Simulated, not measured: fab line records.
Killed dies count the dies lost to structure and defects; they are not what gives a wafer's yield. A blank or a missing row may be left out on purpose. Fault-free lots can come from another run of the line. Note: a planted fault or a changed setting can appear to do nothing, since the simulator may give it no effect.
Which tool was responsible? || flow n5_finfet || Sampling: 11 lots, 33 wafers, 5 of 1938 route steps

WHAT EACH GAUGE READ, for each wafer
Not one reading of a measure or inspect step in the record can be checked against a usual standard deviation.

EACH LOT AND THE TOOL THAT RAN IT (in order: tool; ch and the chambers of the sampled wafers; start)
{"lot": "L769", "N5_BEOL_M12_SPUTTER_43": "pvd_sputter-02, day 11 03:12", "N5_MIM_TOP_ETCH_PECVD_03": "pecvd-01 ch 0,1, day 12 09:16", "N5_PASSIVATION_PRE_CLEAN_19": "pvd_sputter-01, day 12 12:08", "N5_PASSIVATION_AL_ETCH_33": "rie_metal-02 ch 0,1, day 12 13:02", "N5_PASSIVATION_PROBE_49": "-"}
{"lot": "L768", "N5_BEOL_M12_SPUTTER_43": "pvd_sputter-03, day 11 03:33", "N5_MIM_TOP_ETCH_PECVD_03": "pecvd-04 ch 0,2, day 12 13:16", "N5_PASSIVATION_PRE_CLEAN_19": "pvd_sputter-03, day 12 16:31", "N5_PASSIVATION_AL_ETCH_33": "rie_metal-01 ch 0, day 12 17:44", "N5_PASSIVATION_PROBE_49": "-"}
{"lot": "L770", "N5_BEOL_M12_SPUTTER_43": "pvd_sputter-01, day 11 06:52", "N5_MIM_TOP_ETCH_PECVD_03": "pecvd-01 ch 0,1,2, day 12 13:12", "N5_PASSIVATION_PRE_CLEAN_19": "pvd_sputter-03, day 12 17:32", "N5_PASSIVATION_AL_ETCH_33": "rie_metal-02 ch 0,1, day 12 18:26", "N5_PASSIVATION_PROBE_49": "-"}
{"lot": "L771", "N5_BEOL_M12_SPUTTER_43": "pvd_sputter-02, day 11 20:42", "N5_MIM_TOP_ETCH_PECVD_03": "pecvd-01 ch 0,1,2, day 13 02:35", "N5_PASSIVATION_PRE_CLEAN_19": "pvd_sputter-02, day 13 11:25", "N5_PASSIVATION_AL_ETCH_33": "rie_metal-03 ch 0,1, day 13 12:12", "N5_PASSIVATION_PROBE_49": "-"}
{"lot": "L773", "N5_BEOL_M12_SPUTTER_43": "pvd_sputter-03, day 12 11:50", "N5_MIM_TOP_ETCH_PECVD_03": "pecvd-01 ch 0,2, day 13 16:26", "N5_PASSIVATION_PRE_CLEAN_19": "pvd_sputter-03, day 13 20:46", "N5_PASSIVATION_AL_ETCH_33": "rie_metal-01 ch 0, day 13 21:43", "N5_PASSIVATION_PROBE_49": "-"}
{"lot": "L775", "N5_BEOL_M12_SPUTTER_43": "pvd_sputter-02, day 13 10:16", "N5_MIM_TOP_ETCH_PECVD_03": "pecvd-01 ch 0,1, day 14 08:38", "N5_PASSIVATION_PRE_CLEAN_19": "pvd_sputter-01, day 14 13:26", "N5_PASSIVATION_AL_ETCH_33": "rie_metal-02 ch 0,1, day 14 14:21", "N5_PASSIVATION_PROBE_49": "-"}
{"lot": "L774", "N5_BEOL_M12_SPUTTER_43": "pvd_sputter-01, day 13 10:19", "N5_MIM_TOP_ETCH_PECVD_03": "pecvd-04 ch 1,2, day 14 09:40", "N5_PASSIVATION_PRE_CLEAN_19": "pvd_sputter-03, day 14 13:16", "N5_PASSIVATION_AL_ETCH_33": "rie_metal-01 ch 0,1, day 14 14:19", "N5_PASSIVATION_PROBE_49": "-"}
{"lot": "L778", "N5_BEOL_M12_SPUTTER_43": "pvd_sputter-01, day 13 12:01", "N5_MIM_TOP_ETCH_PECVD_03": "pecvd-04 ch 0,1,2, day 14 14:41", "N5_PASSIVATION_PRE_CLEAN_19": "pvd_sputter-03, day 14 18:08", "N5_PASSIVATION_AL_ETCH_33": "rie_metal-01 ch 0,1, day 14 19:03", "N5_PASSIVATION_PROBE_49": "-"}
{"lot": "L776", "N5_BEOL_M12_SPUTTER_43": "pvd_sputter-01, day 13 13:06", "N5_MIM_TOP_ETCH_PECVD_03": "pecvd-01 ch 0,1,2, day 14 14:53", "N5_PASSIVATION_PRE_CLEAN_19": "pvd_sputter-03, day 14 17:47", "N5_PASSIVATION_AL_ETCH_33": "rie_metal-02 ch 0,1, day 14 18:39", "N5_PASSIVATION_PROBE_49": "prober-02, day 15 00:20"}
{"lot": "L777", "N5_BEOL_M12_SPUTTER_43": "pvd_sputter-01, day 13 14:24", "N5_MIM_TOP_ETCH_PECVD_03": "pecvd-04 ch 0,2, day 14 14:55", "N5_PASSIVATION_PRE_CLEAN_19": "pvd_sputter-03, day 14 18:58", "N5_PASSIVATION_AL_ETCH_33": "rie_metal-01 ch 0,1, day 14 19:54", "N5_PASSIVATION_PROBE_49": "prober-02, day 15 01:49"}
{"lot": "L786", "N5_BEOL_M12_SPUTTER_43": "pvd_sputter-03, day 15 10:45", "N5_MIM_TOP_ETCH_PECVD_03": "pecvd-02 ch 0,2, day 16 16:09", "N5_PASSIVATION_PRE_CLEAN_19": "pvd_sputter-01, day 16 19:58", "N5_PASSIVATION_AL_ETCH_33": "rie_metal-02 ch 0,1, day 16 20:52", "N5_PASSIVATION_PROBE_49": "prober-01, day 17 01:47"}
- N5_BEOL_M12_SPUTTER_43: material TaN, target thk 15 nm, time 24.19 s.
- N5_MIM_TOP_ETCH_PECVD_03: deposits SiNx from SiH4/NH3/N2, target thk 20 nm, time 17.6 s.
- N5_PASSIVATION_PRE_CLEAN_19
- N5_PASSIVATION_AL_ETCH_33: etches Al in Cl2/BCl3, stops on TaN, target depth 2800 nm, time 466.7 s.
- N5_PASSIVATION_PROBE_49

WHAT THE TOOLS THEMSELVES READ (means of the sampled wafers that have a number; where no wafer has one, the mark that the record gives instead)
N5_BEOL_M12_SPUTTER_43.
{"lot": "L769", "tool": "pvd_sputter-02", "bias_v (V)": 168.7, "substrate_temp_c (C)": 49.99, "throttle_valve_pct (%)": 29.7}
{"lot": "L768", "tool": "pvd_sputter-03", "bias_v (V)": 168.1, "substrate_temp_c (C)": 50.12, "throttle_valve_pct (%)": 29.2}
{"lot": "L770", "tool": "pvd_sputter-01", "bias_v (V)": 167.9, "substrate_temp_c (C)": 49.92, "throttle_valve_pct (%)": 30.8}
{"lot": "L771", "tool": "pvd_sputter-02", "bias_v (V)": 167.6, "substrate_temp_c (C)": 49.96, "throttle_valve_pct (%)": 30.5}
{"lot": "L773", "tool": "pvd_sputter-03", "bias_v (V)": 168.9, "substrate_temp_c (C)": 49.94, "throttle_valve_pct (%)": 30.5}
{"lot": "L775", "tool": "pvd_sputter-02", "bias_v (V)": 168.8, "substrate_temp_c (C)": 49.99, "throttle_valve_pct (%)": 30.2}
{"lot": "L774", "tool": "pvd_sputter-01", "bias_v (V)": 169.7, "substrate_temp_c (C)": 50.03, "throttle_valve_pct (%)": 30.4}
{"lot": "L778", "tool": "pvd_sputter-01", "bias_v (V)": 168.1, "substrate_temp_c (C)": 50.14, "throttle_valve_pct (%)": 30.3}
{"lot": "L776", "tool": "pvd_sputter-01", "bias_v (V)": 166.9, "substrate_temp_c (C)": 50.06, "throttle_valve_pct (%)": 31.0}
{"lot": "L777", "tool": "pvd_sputter-01", "bias_v (V)": 169.6, "substrate_temp_c (C)": 49.93, "throttle_valve_pct (%)": 30.9}
{"lot": "L786", "tool": "pvd_sputter-03", "bias_v (V)": 167.0, "substrate_temp_c (C)": 50.07, "throttle_valve_pct (%)": 29.3}

N5_MIM_TOP_ETCH_PECVD_03.
{"lot": "L769", "tool": "pecvd-01", "heater_power_w (W)": 726, "showerhead_plenum_p_Torr (Torr)": 5.17, "throttle_valve_pct (%)": 38.7}
{"lot": "L768", "tool": "pecvd-04", "heater_power_w (W)": 658, "showerhead_plenum_p_Torr (Torr)": 5.18, "throttle_valve_pct (%)": 38.3}
{"lot": "L770", "tool": "pecvd-01", "heater_power_w (W)": 764, "showerhead_plenum_p_Torr (Torr)": 5.14, "throttle_valve_pct (%)": 39.5}
{"lot": "L771", "tool": "pecvd-01", "heater_power_w (W)": 770, "showerhead_plenum_p_Torr (Torr)": 5.14, "throttle_valve_pct (%)": 39.6}
{"lot": "L773", "tool": "pecvd-01", "heater_power_w (W)": 850, "showerhead_plenum_p_Torr (Torr)": 5.10, "throttle_valve_pct (%)": 40.4}
{"lot": "L775", "tool": "pecvd-01", "heater_power_w (W)": 732, "showerhead_plenum_p_Torr (Torr)": 5.18, "throttle_valve_pct (%)": 38.8}
{"lot": "L774", "tool": "pecvd-04", "heater_power_w (W)": 670, "showerhead_plenum_p_Torr (Torr)": 5.14, "throttle_valve_pct (%)": 37.7}
{"lot": "L778", "tool": "pecvd-04", "heater_power_w (W)": 700, "showerhead_plenum_p_Torr (Torr)": 5.13, "throttle_valve_pct (%)": 39.8}
{"lot": "L776", "tool": "pecvd-01", "heater_power_w (W)": 793, "showerhead_plenum_p_Torr (Torr)": 5.13, "throttle_valve_pct (%)": 39.6}
{"lot": "L777", "tool": "pecvd-04", "heater_power_w (W)": 775, "showerhead_plenum_p_Torr (Torr)": 5.16, "throttle_valve_pct (%)": 40.5}
{"lot": "L786", "tool": "pecvd-02", "heater_power_w (W)": 728, "showerhead_plenum_p_Torr (Torr)": 5.12, "throttle_valve_pct (%)": 41.5}

N5_PASSIVATION_PRE_CLEAN_19.
{"lot": "L769", "tool": "pvd_sputter-01", "heater_power_w (W)": 455}
{"lot": "L768", "tool": "pvd_sputter-03", "heater_power_w (W)": 481}
{"lot": "L770", "tool": "pvd_sputter-03", "heater_power_w (W)": 506}
{"lot": "L771", "tool": "pvd_sputter-02", "heater_power_w (W)": 486}
{"lot": "L773", "tool": "pvd_sputter-03", "heater_power_w (W)": 440}
{"lot": "L775", "tool": "pvd_sputter-01", "heater_power_w (W)": 455}
{"lot": "L774", "tool": "pvd_sputter-03", "heater_power_w (W)": 475}
{"lot": "L778", "tool": "pvd_sputter-03", "heater_power_w (W)": 467}
{"lot": "L776", "tool": "pvd_sputter-03", "heater_power_w (W)": 450}
{"lot": "L777", "tool": "pvd_sputter-03", "heater_power_w (W)": 478}
{"lot": "L786", "tool": "pvd_sputter-01", "heater_power_w (W)": 419}

N5_PASSIVATION_AL_ETCH_33.
{"lot": "L769", "tool": "rie_metal-02", "drypump_motor_current_A (A)": 5.69, "he_backside_leak_sccm (sccm)": 3.32, "oes_product_au (a.u.)": 0.75, "throttle_valve_pct (%)": 34.8}
{"lot": "L768", "tool": "rie_metal-01", "drypump_motor_current_A (A)": 6.27, "he_backside_leak_sccm (sccm)": 3.19, "oes_product_au (a.u.)": 0.67, "throttle_valve_pct (%)": 34.1}
{"lot": "L770", "tool": "rie_metal-02", "drypump_motor_current_A (A)": 5.67, "he_backside_leak_sccm (sccm)": 3.37, "oes_product_au (a.u.)": 0.74, "throttle_valve_pct (%)": 34.8}
{"lot": "L771", "tool": "rie_metal-03", "drypump_motor_current_A (A)": 6.05, "he_backside_leak_sccm (sccm)": 3.41, "oes_product_au (a.u.)": 0.75, "throttle_valve_pct (%)": 34.3}
{"lot": "L773", "tool": "rie_metal-01", "drypump_motor_current_A (A)": 6.29, "he_backside_leak_sccm (sccm)": 3.18, "oes_product_au (a.u.)": 0.66, "throttle_valve_pct (%)": 34.2}
{"lot": "L775", "tool": "rie_metal-02", "drypump_motor_current_A (A)": 5.57, "he_backside_leak_sccm (sccm)": 3.24, "oes_product_au (a.u.)": 0.86, "throttle_valve_pct (%)": 34.6}
{"lot": "L774", "tool": "rie_metal-01", "drypump_motor_current_A (A)": 6.21, "he_backside_leak_sccm (sccm)": 3.35, "oes_product_au (a.u.)": 0.75, "throttle_valve_pct (%)": 34.2}
{"lot": "L778", "tool": "rie_metal-01", "drypump_motor_current_A (A)": 6.22, "he_backside_leak_sccm (sccm)": 3.39, "oes_product_au (a.u.)": 0.75, "throttle_valve_pct (%)": 34.2}
{"lot": "L776", "tool": "rie_metal-02", "drypump_motor_current_A (A)": 5.68, "he_backside_leak_sccm (sccm)": 3.27, "oes_product_au (a.u.)": 0.82, "throttle_valve_pct (%)": 34.8}
{"lot": "L777", "tool": "rie_metal-01", "drypump_motor_current_A (A)": 6.23, "he_backside_leak_sccm (sccm)": 3.14, "oes_product_au (a.u.)": 0.70, "throttle_valve_pct (%)": 34.2}
{"lot": "L786", "tool": "rie_metal-02", "drypump_motor_current_A (A)": 5.56, "he_backside_leak_sccm (sccm)": 3.27, "oes_product_au (a.u.)": 0.82, "throttle_valve_pct (%)": 34.6}

N5_PASSIVATION_PROBE_49.
{"lot": "L776", "tool": "prober-02", "defect_limited_yield (%)": 88.5, "killed_at_M0_to_M3": 34, "killed_at_M4_up": 51, "killed_at_contacts": 19, "killed_at_front_end": 30, "killed_at_other": 2.0, "killed_dies": 136, "killed_on_rim": 15, "killed_open": 67, "killed_short": 27, "sort_bin_5_function (%)": 7.1, "sort_bin_6_memory (%)": 3.4, "sort_bin_8_speed (%)": 0.00, "sort_n_pass": 1044, "sort_yield_pct (%)": 88.5}
{"lot": "L777", "tool": "prober-02", "defect_limited_yield (%)": 88.0, "killed_at_M0_to_M3": 47, "killed_at_M4_up": 56, "killed_at_contacts": 8, "killed_at_front_end": 28, "killed_at_other": 2.0, "killed_dies": 142, "killed_on_rim": 13, "killed_open": 62, "killed_short": 38, "sort_bin_5_function (%)": 7.3, "sort_bin_6_memory (%)": 3.4, "sort_bin_8_speed (%)": 0.00, "sort_n_pass": 1038, "sort_yield_pct (%)": 88.0}
{"lot": "L786", "tool": "prober-01", "defect_limited_yield (%)": 90.8, "killed_at_M0_to_M3": 30, "killed_at_M4_up": 9, "killed_at_contacts": 17, "killed_at_front_end": 45, "killed_at_other": 7.3, "killed_dies": 109, "killed_on_rim": 16, "killed_open": 73, "killed_short": 34, "sort_bin_5_function (%)": 5.3, "sort_bin_6_memory (%)": 3.5, "sort_bin_8_speed (%)": 0.00, "sort_n_pass": 1071, "sort_yield_pct (%)": 90.8}

THE ANSWER, worked out from the rows above alone
Rule: the lots themselves supply what counts as usual. The widest of any qualifying gaps counts: lots, ordered by their means at a reading, are off when they make up no more than a third of the lots, leave a main group of 4 or more, and stand apart from it by 3 or more times the standard deviation of that group's means. The tables above print the reading to a certain number of digits; a main group whose means all agree to those digits is not used. A lot without any number at a reading at which 4 lots or more have one is off too. Any other lot the step has rows for is counted as sound. Order of review: gauges by route order, followed by the tools' own readings, for which a lot's mean as printed above is used. The first step at which some lot is off is used, and at that step the reading that is off furthest; a lot without a number counts as furthest.
No lot is off at any reading shown: from this, nothing can be told.

WHAT THE SIMULATOR HAD INSERTED
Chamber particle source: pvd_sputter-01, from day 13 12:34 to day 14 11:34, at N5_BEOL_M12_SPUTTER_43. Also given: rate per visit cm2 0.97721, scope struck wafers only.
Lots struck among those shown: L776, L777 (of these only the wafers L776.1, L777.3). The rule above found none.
